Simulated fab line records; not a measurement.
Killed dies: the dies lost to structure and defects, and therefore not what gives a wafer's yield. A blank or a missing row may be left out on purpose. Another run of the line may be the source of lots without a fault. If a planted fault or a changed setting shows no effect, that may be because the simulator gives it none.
Chamber matching / flow nand harc / pecvd-01 running NHARC_P_CONTACT_DEP_30: 3 sister chambers
The step deposits SiNx, target thk 30 nm. 3 wafers are shown with their chamber, then 8 later ones without.

== EACH WAFER AND ITS CHAMBER ==
wafer=L084.4; chamber=2; heater power w (W)=668
wafer=L084.6; chamber=1; heater power w (W)=714
wafer=L088.1; chamber=0; heater power w (W)=634

== WAFERS WHOSE CHAMBER IS MISSING ==
wafer=L088.2; heater power w (W)=754
wafer=L088.3; heater power w (W)=727
wafer=L092.1; heater power w (W)=756
wafer=L092.2; heater power w (W)=625
wafer=L092.5; heater power w (W)=751
wafer=L097.1; heater power w (W)=668
wafer=L097.2; heater power w (W)=701
wafer=L097.3; heater power w (W)=728

== CHAMBER TAKEN BY EACH ==
wafer=L088.2; from the rows above=can't be placed: 1 or 2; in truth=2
wafer=L088.3; from the rows above=can't be placed: 1 or 2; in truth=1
wafer=L092.1; from the rows above=can't be placed: 1 or 2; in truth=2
wafer=L092.2; from the rows above=can't be placed: 0 or 2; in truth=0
wafer=L092.5; from the rows above=can't be placed: 1 or 2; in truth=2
wafer=L097.1; from the rows above=can't be placed: 2 or 0 or 1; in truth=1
wafer=L097.2; from the rows above=can't be placed: 1 or 2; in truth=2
wafer=L097.3; from the rows above=can't be placed: 1 or 2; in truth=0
Correctly placed: 0 of 8. Unplaceable from these rows: 8, with the true chamber sitting among the candidates in 7. Placed wrongly: 0.
How it was worked out, from the rows above alone: a wafer's distance from a chamber is the root of the sum, over the readings, of the square of ((its reading less the chamber's mean) divided by the reading's scatter). If the next closest chamber is less than 2 further off than the closest, the wafer can't be placed; otherwise it belongs to the closest. Each chamber's mean is taken over the wafers shown for it. The scatter: root of mean squared gap, hidden wafer to nearest shown wafer, with one shown wafer a chamber.
